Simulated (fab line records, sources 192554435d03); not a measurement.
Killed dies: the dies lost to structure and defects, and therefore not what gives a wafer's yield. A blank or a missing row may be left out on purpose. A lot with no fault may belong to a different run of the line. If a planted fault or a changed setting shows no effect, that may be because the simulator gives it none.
Matching of chambers || flow n5_finfet || N5_BEOL_M5_TRENCH_ETCH_37 on rie_diel-01 has 4 sister chambers
The step etches SiCOH lowk in C4F6/O2, target depth 71.652 nm, time 24.7 s. 8 wafers are shown with their chamber, then 7 later ones without.

EACH WAFER AND ITS CHAMBER
{"wafer": "L631.6", "chamber": 3, "showerhead_plenum_p_Torr (Torr)": 2.81, "drypump_motor_current_A (A)": 4.7}
{"wafer": "L630.2", "chamber": 1, "showerhead_plenum_p_Torr (Torr)": 2.94, "drypump_motor_current_A (A)": 5.2}
{"wafer": "L632.2", "chamber": 1, "showerhead_plenum_p_Torr (Torr)": 2.94, "drypump_motor_current_A (A)": 5.2}
{"wafer": "L636.2", "chamber": 0, "showerhead_plenum_p_Torr (Torr)": 2.94, "drypump_motor_current_A (A)": 5.0}
{"wafer": "L636.3", "chamber": 2, "showerhead_plenum_p_Torr (Torr)": 2.85, "drypump_motor_current_A (A)": 5.6}
{"wafer": "L636.5", "chamber": 2, "showerhead_plenum_p_Torr (Torr)": 2.85, "drypump_motor_current_A (A)": 5.5}
{"wafer": "L639.1", "chamber": 3, "showerhead_plenum_p_Torr (Torr)": 2.80, "drypump_motor_current_A (A)": 4.7}
{"wafer": "L639.2", "chamber": 0, "showerhead_plenum_p_Torr (Torr)": 2.94, "drypump_motor_current_A (A)": 5.0}

WAFERS MISSING THEIR CHAMBER
{"wafer": "L639.4", "showerhead_plenum_p_Torr (Torr)": 2.85, "drypump_motor_current_A (A)": 5.6}
{"wafer": "L644.3", "showerhead_plenum_p_Torr (Torr)": 2.92, "drypump_motor_current_A (A)": 5.0}
{"wafer": "L644.5", "showerhead_plenum_p_Torr (Torr)": 2.92, "drypump_motor_current_A (A)": 5.2}
{"wafer": "L644.6", "showerhead_plenum_p_Torr (Torr)": 2.92, "drypump_motor_current_A (A)": 5.0}
{"wafer": "L651.1", "showerhead_plenum_p_Torr (Torr)": 2.79, "drypump_motor_current_A (A)": 4.7}
{"wafer": "L651.4", "showerhead_plenum_p_Torr (Torr)": 2.92, "drypump_motor_current_A (A)": 5.2}
{"wafer": "L651.5", "showerhead_plenum_p_Torr (Torr)": 2.92, "drypump_motor_current_A (A)": 5.2}

EACH ONE'S CHAMBER
{"wafer": "L639.4", "from the rows above": 2, "in truth": 2}
{"wafer": "L644.3", "from the rows above": 0, "in truth": 0}
{"wafer": "L644.5", "from the rows above": 1, "in truth": 1}
{"wafer": "L644.6", "from the rows above": 0, "in truth": 0}
{"wafer": "L651.1", "from the rows above": 3, "in truth": 3}
{"wafer": "L651.4", "from the rows above": 1, "in truth": 1}
{"wafer": "L651.5", "from the rows above": 1, "in truth": 1}
Correctly placed: 7 of 7. Can't be placed from these rows: 0. Wrongly placed: 0.
How it was worked out, from the rows above alone: a wafer's distance from a chamber is the root of the sum, over the readings, of the square of ((its reading less the chamber's mean) divided by the reading's scatter). The wafer belongs to the nearest chamber; if the next one is less than 2 further off, it can't be placed. The mean given for a chamber averages the wafers shown for that chamber. How the scatter is found: for the shown wafers, subtract from each reading the mean of its chamber, square and add these, divide the total by (wafers less chambers), then take the root.
